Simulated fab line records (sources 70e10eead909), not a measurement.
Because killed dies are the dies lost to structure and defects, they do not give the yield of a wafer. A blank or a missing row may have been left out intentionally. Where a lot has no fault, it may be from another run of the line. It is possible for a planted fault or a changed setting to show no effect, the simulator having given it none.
Which tool was responsible? :: flow nand_harc :: 11 lots, 33 wafers sampled, at 6 steps of a route of 1159

== WHAT EACH GAUGE READ, for each wafer ==
NHARC_P_GATE_CD_MEAS_11 targets a cd of 1640 nm. Usual: cd_nm reads 1640.4 nm (standard deviation 1.7).
lot: L717
measured: day 3 23:30
on: cd_sem-01
cd_nm (nm): 1640.6 1641.4 1640.1
flag: 

lot: L721
measured: day 5 04:25
on: cd_sem-03
cd_nm (nm): 1640.5 1642.7 1642.0
flag: 

lot: L718
measured: day 5 04:23
on: cd_sem-03
cd_nm (nm): - - -
flag: OFF

lot: L730
measured: day 7 07:17
on: cd_sem-03
cd_nm (nm): 1640.9 1640.9 1641.3
flag: 

lot: L729
measured: day 7 07:36
on: cd_sem-01
cd_nm (nm): 1639.9 1637.1 1640.8
flag: 

lot: L732
measured: day 7 15:40
on: cd_sem-02
cd_nm (nm): 1637.4 1641.2 1639.4
flag: 

lot: L733
measured: day 8 03:08
on: cd_sem-02
cd_nm (nm): 1643.3 1641.5 1642.3
flag: 

lot: L735
measured: day 8 16:29
on: cd_sem-02
cd_nm (nm): 1639.0 1641.3 1641.1
flag: 

lot: L736
measured: day 8 16:39
on: cd_sem-01
cd_nm (nm): 1639.0 1639.3 1636.2
flag: 

lot: L738
measured: day 9 06:55
on: cd_sem-03
cd_nm (nm): 1639.8 1640.7 1638.4
flag: 

lot: L740
measured: day 9 20:28
on: cd_sem-03
cd_nm (nm): 1641.9 1641.5 1642.1
flag: 

NHARC_END_SORT_01. Usual: killed_at_array 29, standard deviation 9.4; killed_at_other 0.7, standard deviation 1.3; killed_at_periphery 2.9, standard deviation 2.1; killed_dies 32, standard deviation 9; killed_open 3.3, standard deviation 1.8; killed_short 1.9, standard deviation 1.4.
lot: L718
measured: day 21 00:12
on: prober-01
killed_at_array: 24 24 26
killed_at_other: 0 0 0
killed_at_periphery: 653 653 651
killed_dies: 677 677 677
killed_open: 0 4 5
killed_short: 1 3 0
flag: OFF

== EACH LOT AND THE TOOL THAT RAN IT (in order: tool; ch and the chambers of the sampled wafers; start) ==
lot: L717
NHARC_P_STI_ETCH_42: rie_diel-03 ch 0,2,3, day 2 11:27
NHARC_P_STI_ETCH_31: rie_diel-03 ch 0,1,2, day 3 23:21 or earlier
NHARC_P_GATE_EXPOSE_08: krf_scanner-04 ch 0, day 3 23:21
NHARC_P_GATE_HM_DEP_102: acl_dep-01 ch 0, day 4 12:41

lot: L721
NHARC_P_STI_ETCH_42: rie_diel-04 ch 0,1, day 3 09:31
NHARC_P_STI_ETCH_31: rie_diel-04 ch 0,2, day 5 04:16 or earlier
NHARC_P_GATE_EXPOSE_08: krf_scanner-04 ch 0, day 5 04:16
NHARC_P_GATE_HM_DEP_102: acl_dep-02 ch 0, day 5 16:41

lot: L718
NHARC_P_STI_ETCH_42: rie_diel-03 ch 0,1,3, day 3 09:41
NHARC_P_STI_ETCH_31: rie_diel-03 ch 0,2,3, day 5 04:14 or earlier
NHARC_P_GATE_EXPOSE_08: krf_scanner-04 ch 0, day 5 04:14
NHARC_P_GATE_HM_DEP_102: acl_dep-03 ch 0, day 5 16:48

lot: L730
NHARC_P_STI_ETCH_42: rie_diel-03 ch 0,1, day 5 16:56
NHARC_P_STI_ETCH_31: rie_diel-03 ch 2,3, day 7 07:08 or earlier
NHARC_P_GATE_EXPOSE_08: krf_scanner-01 ch 0, day 7 07:08
NHARC_P_GATE_HM_DEP_102: acl_dep-01 ch 0, day 7 20:06

lot: L729
NHARC_P_STI_ETCH_42: rie_diel-10 ch 1,2, day 5 17:09
NHARC_P_STI_ETCH_31: rie_diel-10 ch 0,2,3, day 7 07:26 or earlier
NHARC_P_GATE_EXPOSE_08: krf_scanner-04 ch 0, day 7 07:26
NHARC_P_GATE_HM_DEP_102: acl_dep-01 ch 0, day 7 20:31

lot: L732
NHARC_P_STI_ETCH_42: rie_diel-10 ch 0,3, day 6 06:50
NHARC_P_STI_ETCH_31: rie_diel-10 ch 1,2,3, day 7 15:30 or earlier
NHARC_P_GATE_EXPOSE_08: krf_scanner-01 ch 0, day 7 15:30
NHARC_P_GATE_HM_DEP_102: acl_dep-01 ch 0, day 8 05:17

lot: L733
NHARC_P_STI_ETCH_42: rie_diel-10 ch 0,1,2, day 6 13:17
NHARC_P_STI_ETCH_31: rie_diel-10 ch 0,2,3, day 8 02:59 or earlier
NHARC_P_GATE_EXPOSE_08: krf_scanner-04 ch 0, day 8 02:59
NHARC_P_GATE_HM_DEP_102: acl_dep-02 ch 0, day 8 17:07

lot: L735
NHARC_P_STI_ETCH_42: rie_diel-10 ch 1,2,3, day 7 02:01
NHARC_P_STI_ETCH_31: rie_diel-10 ch 0,1,2, day 8 16:20 or earlier
NHARC_P_GATE_EXPOSE_08: krf_scanner-03 ch 0, day 8 16:20
NHARC_P_GATE_HM_DEP_102: acl_dep-03 ch 0, day 9 07:27

lot: L736
NHARC_P_STI_ETCH_42: rie_diel-04 ch 1,2, day 7 02:04
NHARC_P_STI_ETCH_31: rie_diel-04 ch 2,3, day 8 16:30 or earlier
NHARC_P_GATE_EXPOSE_08: krf_scanner-04 ch 0, day 8 16:30
NHARC_P_GATE_HM_DEP_102: acl_dep-03 ch 0, day 9 06:55

lot: L738
NHARC_P_STI_ETCH_42: rie_diel-04 ch 0,1,2, day 7 18:22
NHARC_P_STI_ETCH_31: rie_diel-04 ch 0,1,2, day 9 06:46 or earlier
NHARC_P_GATE_EXPOSE_08: krf_scanner-03 ch 0, day 9 06:46
NHARC_P_GATE_HM_DEP_102: acl_dep-01 ch 0, day 9 21:11

lot: L740
NHARC_P_STI_ETCH_42: rie_diel-10 ch 1,2,3, day 8 06:10
NHARC_P_STI_ETCH_31: rie_diel-10 ch 0,1,2, day 9 20:18 or earlier
NHARC_P_GATE_EXPOSE_08: krf_scanner-01 ch 0, day 9 20:18
NHARC_P_GATE_HM_DEP_102: acl_dep-02 ch 0, day 10 15:15
- NHARC_P_STI_ETCH_42: etches the open film in N2/H2, target depth 80 nm, overetch 24 nm, time 61 s.
- NHARC_P_STI_ETCH_31: etches the open film in CF4/CHF3, target depth 108.9 nm, time 54.5 s.
- NHARC_P_GATE_EXPOSE_08: exposes mask P HV.
- NHARC_P_GATE_HM_DEP_102: deposits aC, target thk 120 nm.

== WHAT THE TOOLS THEMSELVES READ (means of the sampled wafers that have a number; where no wafer has one, the mark that the record gives instead) ==
NHARC_P_STI_ETCH_42. Usual: for bias_w, 149.9 W with a standard deviation of 0.46; for drypump_motor_current_A, 5.7 A with a standard deviation of 0.35; for h2_flow_sccm, 150.0 sccm with a standard deviation of 0.47; for oes_product_au, 0.999 a.u. with a standard deviation of 0.0088; for rf_vpp_V, 430.2 V with a standard deviation of 2.3; for showerhead_plenum_p_Torr, 2.03 Torr with a standard deviation of 0.08; for throttle_valve_pct, 14.172 % with a standard deviation of 0.0094.
lot: L717
tool: rie_diel-03
bias_w (W): 150.0
drypump_motor_current_A (A): 5.6
h2_flow_sccm (sccm): 150.2
oes_product_au (a.u.): 0.996
rf_vpp_V (V): 433.7
showerhead_plenum_p_Torr (Torr): 2.14
throttle_valve_pct (%): 14.176
flag: 

lot: L721
tool: rie_diel-04
bias_w (W): 150.4
drypump_motor_current_A (A): 6.1
h2_flow_sccm (sccm): 150.2
oes_product_au (a.u.): 0.999
rf_vpp_V (V): 431.7
showerhead_plenum_p_Torr (Torr): 2.07
throttle_valve_pct (%): 14.177
flag: 

lot: L718
tool: rie_diel-03
bias_w (W): 149.9
drypump_motor_current_A (A): 5.5
h2_flow_sccm (sccm): 149.9
oes_product_au (a.u.): 0.999
rf_vpp_V (V): 430.9
showerhead_plenum_p_Torr (Torr): 2.06
throttle_valve_pct (%): 14.181
flag: 

lot: L730
tool: rie_diel-03
bias_w (W): 150.1
drypump_motor_current_A (A): 5.3
h2_flow_sccm (sccm): 150.2
oes_product_au (a.u.): 0.987
rf_vpp_V (V): 428.3
showerhead_plenum_p_Torr (Torr): 1.98
throttle_valve_pct (%): 14.159
flag: 

lot: L729
tool: rie_diel-10
bias_w (W): 149.9
drypump_motor_current_A (A): 5.6
h2_flow_sccm (sccm): 149.9
oes_product_au (a.u.): 1.006
rf_vpp_V (V): 428.6
showerhead_plenum_p_Torr (Torr): 1.98
throttle_valve_pct (%): 14.170
flag: 

lot: L732
tool: rie_diel-10
bias_w (W): 150.0
drypump_motor_current_A (A): 6.0
h2_flow_sccm (sccm): 150.2
oes_product_au (a.u.): 0.998
rf_vpp_V (V): 430.7
showerhead_plenum_p_Torr (Torr): 2.06
throttle_valve_pct (%): 14.170
flag: 

lot: L733
tool: rie_diel-10
bias_w (W): 150.0
drypump_motor_current_A (A): 5.7
h2_flow_sccm (sccm): 149.8
oes_product_au (a.u.): 0.999
rf_vpp_V (V): 429.3
showerhead_plenum_p_Torr (Torr): 2.01
throttle_valve_pct (%): 14.161
flag: 

lot: L735
tool: rie_diel-10
bias_w (W): 149.8
drypump_motor_current_A (A): 5.8
h2_flow_sccm (sccm): 150.0
oes_product_au (a.u.): 1.007
rf_vpp_V (V): 428.7
showerhead_plenum_p_Torr (Torr): 1.98
throttle_valve_pct (%): 14.171
flag: 

lot: L736
tool: rie_diel-04
bias_w (W): 149.8
drypump_motor_current_A (A): 5.6
h2_flow_sccm (sccm): 149.9
oes_product_au (a.u.): 0.996
rf_vpp_V (V): 431.2
showerhead_plenum_p_Torr (Torr): 2.06
throttle_valve_pct (%): 14.173
flag: 

lot: L738
tool: rie_diel-04
bias_w (W): 149.8
drypump_motor_current_A (A): 5.8
h2_flow_sccm (sccm): 150.7
oes_product_au (a.u.): 0.994
rf_vpp_V (V): 430.2
showerhead_plenum_p_Torr (Torr): 2.03
throttle_valve_pct (%): 14.159
flag: 

lot: L740
tool: rie_diel-10
bias_w (W): 149.9
drypump_motor_current_A (A): 5.8
h2_flow_sccm (sccm): 150.2
oes_product_au (a.u.): 1.004
rf_vpp_V (V): 428.3
showerhead_plenum_p_Torr (Torr): 1.98
throttle_valve_pct (%): 14.169
flag: 

NHARC_P_STI_ETCH_31. Usual: bias_w 199.9 W, standard deviation 0.58; drypump_motor_current_A 5.7 A, standard deviation 0.35; oes_product_au 0.960 a.u., standard deviation 0.02; rf_vpp_V 370.5 V, standard deviation 2.2; showerhead_plenum_p_Torr 1.57 Torr, standard deviation 0.057; throttle_valve_pct 16.803 %, standard deviation 0.0085.
lot: L717
tool: rie_diel-03
bias_w (W): 200.3
drypump_motor_current_A (A): 5.5
oes_product_au (a.u.): 0.967
rf_vpp_V (V): 371.1
showerhead_plenum_p_Torr (Torr): 1.59
throttle_valve_pct (%): 16.808
flag: 

lot: L721
tool: rie_diel-04
bias_w (W): 200.1
drypump_motor_current_A (A): 5.5
oes_product_au (a.u.): 0.979
rf_vpp_V (V): 368.2
showerhead_plenum_p_Torr (Torr): 1.51
throttle_valve_pct (%): 16.800
flag: 

lot: L718
tool: rie_diel-03
bias_w (W): 199.9
drypump_motor_current_A (A): 5.7
oes_product_au (a.u.): 0.953
rf_vpp_V (V): 373.6
showerhead_plenum_p_Torr (Torr): 1.64
throttle_valve_pct (%): 16.809
flag: 

lot: L730
tool: rie_diel-03
bias_w (W): 199.5
drypump_motor_current_A (A): 5.8
oes_product_au (a.u.): 0.973
rf_vpp_V (V): 374.2
showerhead_plenum_p_Torr (Torr): 1.67
throttle_valve_pct (%): 16.797
flag: 

lot: L729
tool: rie_diel-10
bias_w (W): 199.5
drypump_motor_current_A (A): 6.0
oes_product_au (a.u.): 0.974
rf_vpp_V (V): 369.5
showerhead_plenum_p_Torr (Torr): 1.57
throttle_valve_pct (%): 16.799
flag: 

lot: L732
tool: rie_diel-10
bias_w (W): 200.0
drypump_motor_current_A (A): 5.8
oes_product_au (a.u.): 0.979
rf_vpp_V (V): 368.9
showerhead_plenum_p_Torr (Torr): 1.53
throttle_valve_pct (%): 16.792
flag: 

lot: L733
tool: rie_diel-10
bias_w (W): 200.1
drypump_motor_current_A (A): 6.0
oes_product_au (a.u.): 0.942
rf_vpp_V (V): 369.8
showerhead_plenum_p_Torr (Torr): 1.57
throttle_valve_pct (%): 16.792
flag: 

lot: L735
tool: rie_diel-10
bias_w (W): 200.4
drypump_motor_current_A (A): 5.7
oes_product_au (a.u.): 0.966
rf_vpp_V (V): 369.9
showerhead_plenum_p_Torr (Torr): 1.55
throttle_valve_pct (%): 16.799
flag: 

lot: L736
tool: rie_diel-04
bias_w (W): 200.1
drypump_motor_current_A (A): 5.2
oes_product_au (a.u.): 0.925
rf_vpp_V (V): 369.7
showerhead_plenum_p_Torr (Torr): 1.55
throttle_valve_pct (%): 16.798
flag: 

lot: L738
tool: rie_diel-04
bias_w (W): 199.5
drypump_motor_current_A (A): 5.7
oes_product_au (a.u.): 0.969
rf_vpp_V (V): 370.6
showerhead_plenum_p_Torr (Torr): 1.56
throttle_valve_pct (%): 16.802
flag: 

lot: L740
tool: rie_diel-10
bias_w (W): 200.0
drypump_motor_current_A (A): 5.7
oes_product_au (a.u.): 0.984
rf_vpp_V (V): 370.1
showerhead_plenum_p_Torr (Torr): 1.55
throttle_valve_pct (%): 16.801
flag: 

NHARC_P_GATE_EXPOSE_08. Usual: stage_vel_mm_s 499.95 mm/s, standard deviation 0.27.
lot: L717
tool: krf_scanner-04
stage_vel_mm_s (mm/s): 499.98
flag: 

lot: L721
tool: krf_scanner-04
stage_vel_mm_s (mm/s): 499.93
flag: 

lot: L718
tool: krf_scanner-04
stage_vel_mm_s (mm/s): 499.71
flag: 

lot: L730
tool: krf_scanner-01
stage_vel_mm_s (mm/s): 500.18
flag: 

lot: L729
tool: krf_scanner-04
stage_vel_mm_s (mm/s): 499.55
flag: 

lot: L732
tool: krf_scanner-01
stage_vel_mm_s (mm/s): 500.36
flag: 

lot: L733
tool: krf_scanner-04
stage_vel_mm_s (mm/s): 499.99
flag: 

lot: L735
tool: krf_scanner-03
stage_vel_mm_s (mm/s): 499.92
flag: 

lot: L736
tool: krf_scanner-04
stage_vel_mm_s (mm/s): 500.28
flag: 

lot: L738
tool: krf_scanner-03
stage_vel_mm_s (mm/s): 500.13
flag: 

lot: L740
tool: krf_scanner-01
stage_vel_mm_s (mm/s): 499.94
flag: 

NHARC_P_GATE_HM_DEP_102. Usual: throttle_valve_pct reads 34.999 % (standard deviation 0.0093).
lot: L717
tool: acl_dep-01
throttle_valve_pct (%): 34.997
flag: 

lot: L721
tool: acl_dep-02
throttle_valve_pct (%): 34.997
flag: 

lot: L718
tool: acl_dep-03
throttle_valve_pct (%): 34.991
flag: 

lot: L730
tool: acl_dep-01
throttle_valve_pct (%): 34.991
flag: 

lot: L729
tool: acl_dep-01
throttle_valve_pct (%): 34.997
flag: 

lot: L732
tool: acl_dep-01
throttle_valve_pct (%): 35.008
flag: 

lot: L733
tool: acl_dep-02
throttle_valve_pct (%): 34.992
flag: 

lot: L735
tool: acl_dep-03
throttle_valve_pct (%): 34.999
flag: 

lot: L736
tool: acl_dep-03
throttle_valve_pct (%): 34.995
flag: 

lot: L738
tool: acl_dep-01
throttle_valve_pct (%): 34.998
flag: 

lot: L740
tool: acl_dep-02
throttle_valve_pct (%): 34.996
flag: 

== THE ANSWER, worked out from the rows above alone ==
Rule: a lot counts as off when the mean over its wafers that have a number is more than 3 standard deviations away from the usual mean. Also off: a lot with no number at a reading for which 4 or more lots have one. The other lots that the step has rows for count as sound. First the gauges in route order, then the tools' own readings, where a lot's mean is used as printed above. The first step at which some lot is off is used, and at that step the reading that is off furthest; a lot without a number counts as furthest.
Off: L718, at NHARC_P_GATE_CD_MEAS_11 (cd_nm). Without a number there: L718.
A tool fits if, at a process step before that reading, it ran every lot that is off, and no sound lot after the first of them. Not tried: the gauges at NHARC_P_GATE_CD_MEAS_11; whatever is off there is also off at NHARC_END_SORT_01, on other tools, and gauge error can't account for it. With no start given for some of its lots, NHARC_P_STI_ETCH_31 uses the hours and lot order of NHARC_P_GATE_EXPOSE_08. No candidate that was tried fits.

== WHAT THE SIMULATOR HAD INSERTED ==
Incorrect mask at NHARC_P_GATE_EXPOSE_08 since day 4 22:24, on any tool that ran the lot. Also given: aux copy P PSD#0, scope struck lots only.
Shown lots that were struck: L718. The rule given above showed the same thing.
